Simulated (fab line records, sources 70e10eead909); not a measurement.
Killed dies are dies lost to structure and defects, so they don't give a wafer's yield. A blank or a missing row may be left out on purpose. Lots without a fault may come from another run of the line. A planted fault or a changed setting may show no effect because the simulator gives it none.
Which tool did it? | flow nand_harc | 13 lots, 39 wafers sampled, at 5 steps of a route of 1302

WHAT THE GAUGES READ, wafer by wafer
NHARC_P_M1_CD_MEAS_09: target cd 130 nm. Usual: cd_nm 130.0 nm, standard deviation 0.67.
lot  | measured     | on        | cd_nm (nm)        | flag
L438 | day 6 04:41  | cd_sem-03 | 130.0 130.5 129.7 |
L439 | day 6 17:56  | cd_sem-01 | 130.9 131.1 130.5 |
L446 | day 9 13:56  | cd_sem-02 | 130.9 130.3 130.3 |
L448 | day 10 17:49 | cd_sem-02 | 131.0 131.3 131.4 |
L451 | day 11 10:23 | cd_sem-01 | 129.0 129.9 130.5 |
L452 | day 12 07:00 | cd_sem-03 | 129.1 130.1 130.1 |
L454 | day 12 22:10 | cd_sem-01 | 130.5 130.0 129.4 |
L455 | day 13 06:11 | cd_sem-02 | 128.4 128.9 128.8 |
L456 | day 13 23:05 | cd_sem-03 | 130.8 130.1 130.3 |
L457 | day 14 00:01 | cd_sem-01 | 130.8 130.4 130.5 |
L459 | day 15 02:49 | cd_sem-01 | 131.0 131.0 129.9 |
L460 | day 15 11:48 | cd_sem-03 | 130.8 130.7 130.7 |
L461 | day 15 19:40 | cd_sem-02 | 130.4 131.6 131.9 |

NHARC_P_M1_INSPECT_11. Usual: raw_defect_count 4.3, standard deviation 2.4.
lot  | measured     | on                | raw_defect_count | flag
L438 | day 6 04:49  | defect_inspect-01 | 5 0 5            |
L439 | day 6 18:03  | defect_inspect-02 | 4 5 8            |
L446 | day 9 14:04  | defect_inspect-02 | 5 2 5            |
L448 | day 10 17:56 | defect_inspect-01 | 5 5 5            |
L451 | day 11 10:30 | defect_inspect-02 | 4 4 3            |
L452 | day 12 07:07 | defect_inspect-02 | 7 4 4            |
L454 | day 12 22:18 | defect_inspect-02 | 4 3 5            |
L455 | day 13 06:18 | defect_inspect-02 | 4 3 5            |
L456 | day 13 23:13 | defect_inspect-01 | 3 4 2            |
L457 | day 14 00:08 | defect_inspect-02 | 3 7 8            |
L459 | day 15 02:56 | defect_inspect-01 | 2 4 7            |
L460 | day 15 11:55 | defect_inspect-02 | 8 8 9            |
L461 | day 15 19:47 | defect_inspect-02 | 5 3 2            |

NHARC_END_SORT_01. Usual: defect_limited_yield 91.6 %, standard deviation 2.8; killed_at_array 53, standard deviation 19; killed_at_other 0.8, standard deviation 1.2; killed_at_periphery 3.7, standard deviation 2.3; killed_dies 57, standard deviation 19; killed_open 3.2, standard deviation 1.7; killed_short 2.6, standard deviation 1.8; sort_bin_2_pct 3.0 %, standard deviation 1.2; sort_bin_3_pct 0.7 %, standard deviation 0.4; sort_bin_4_pct 4.8 %, standard deviation 1.5; sort_n_pass 620, standard deviation 19; sort_rim_yield_pct 90 %, standard deviation 4.8; sort_yield_pct 91.6 %, standard deviation 2.8.
lot  | measured     | on        | defect_limited_yield (%) | killed_at_array | killed_at_other | killed_at_periphery | killed_dies | killed_open | killed_short | sort_bin_2_pct (%) | sort_bin_3_pct (%) | sort_bin_4_pct (%) | sort_n_pass | sort_rim_yield_pct (%) | sort_yield_pct (%) | flag
L454 | day 30 20:38 | prober-01 | 91.9 90.5 90.3           | 51 59 62        | 1 2 0           | 3 3 4               | 55 64 66    | 3 2 3       | 1 1 5        | 2.8 3.4 4.1        | 1.0 0.1 0.4        | 4.3 5.9 5.2        | 622 613 611 | 89 91 93               | 91.9 90.5 90.3     |

WHICH TOOL RAN EACH LOT (tool, then ch and the chambers of the sampled wafers, then the start)
lot  | NHARC_P_M0_DEGAS_28          | NHARC_P_M1_SOFTBAKE_04
L438 | pvd_sputter-02, day 6 01:51  | litho_track-04 ch 0, day 6 04:00
L439 | pvd_sputter-01, day 6 14:55  | litho_track-04 ch 0, day 6 17:00
L446 | pvd_sputter-01, day 9 10:59  | litho_track-06 ch 0, day 9 13:00
L448 | pvd_sputter-03, day 10 14:52 | litho_track-06 ch 0, day 10 17:00
L451 | pvd_sputter-01, day 11 07:33 | litho_track-01 ch 0, day 11 10:00
L452 | pvd_sputter-03, day 12 04:05 | litho_track-04 ch 0, day 12 06:00
L454 | pvd_sputter-03, day 12 19:14 | litho_track-04 ch 0, day 12 21:00
L455 | pvd_sputter-01, day 13 03:09 | litho_track-06 ch 0, day 13 05:00
L456 | pvd_sputter-02, day 13 20:10 | litho_track-01 ch 0, day 13 22:00
L457 | pvd_sputter-02, day 13 21:03 | litho_track-04 ch 0, day 13 23:00
L459 | pvd_sputter-01, day 14 23:52 | litho_track-04 ch 0, day 15 02:00
L460 | pvd_sputter-03, day 15 08:51 | litho_track-01 ch 0, day 15 11:00
L461 | pvd_sputter-01, day 15 16:51 | litho_track-04 ch 0, day 15 19:00
- NHARC_P_M0_DEGAS_28: time 60 s.
- NHARC_P_M1_SOFTBAKE_04: time 55 s.

WHAT THE TOOLS THEMSELVES READ (means of the sampled wafers that have a number; where no wafer has one, the mark that the record gives instead)
NHARC_P_M0_DEGAS_28. Usual: heater_power_w 329 W, standard deviation 34.
lot  | tool           | heater_power_w (W) | flag
L438 | pvd_sputter-02 | 309                |
L439 | pvd_sputter-01 | 313                |
L446 | pvd_sputter-01 | 331                |
L448 | pvd_sputter-03 | 361                |
L451 | pvd_sputter-01 | 328                |
L452 | pvd_sputter-03 | 367                |
L454 | pvd_sputter-03 | 343                |
L455 | pvd_sputter-01 | 322                |
L456 | pvd_sputter-02 | 304                |
L457 | pvd_sputter-02 | 318                |
L459 | pvd_sputter-01 | 321                |
L460 | pvd_sputter-03 | 347                |
L461 | pvd_sputter-01 | 311                |

NHARC_P_M1_SOFTBAKE_04. Usual: heater_power_total_W 188.45 W, standard deviation 0.15.
lot  | tool           | heater_power_total_W (W) | flag
L438 | litho_track-04 | 188.40                   |
L439 | litho_track-04 | 188.46                   |
L446 | litho_track-06 | 177.31                   | OFF
L448 | litho_track-06 | 177.61                   | OFF
L451 | litho_track-01 | 188.53                   |
L452 | litho_track-04 | 188.43                   |
L454 | litho_track-04 | 188.45                   |
L455 | litho_track-06 | 188.31                   |
L456 | litho_track-01 | 188.51                   |
L457 | litho_track-04 | 188.35                   |
L459 | litho_track-04 | 188.47                   |
L460 | litho_track-01 | 188.42                   |
L461 | litho_track-04 | 188.46                   |

THE ANSWER, worked out from the rows above alone
Rule: a lot is off if the mean of its wafers that have a number lies more than 3 standard deviations from the usual mean. A lot without any number at a reading at which 4 lots or more have one is off too. The other lots that the step has rows for count as sound. The gauges are gone through in route order, then the tools' own readings, and for those a lot's mean is taken as printed above. The first step at which some lot is off is used, and at that step the reading that is off furthest; a lot without a number counts as furthest.
Off: L446, L448, at NHARC_P_M1_SOFTBAKE_04 (heater_power_total_W).
A tool fits if, at that step or a process step before it, it ran every lot that is off, and no sound lot after the first of them. None of those tried fits.

WHAT THE SIMULATOR HAD PUT IN
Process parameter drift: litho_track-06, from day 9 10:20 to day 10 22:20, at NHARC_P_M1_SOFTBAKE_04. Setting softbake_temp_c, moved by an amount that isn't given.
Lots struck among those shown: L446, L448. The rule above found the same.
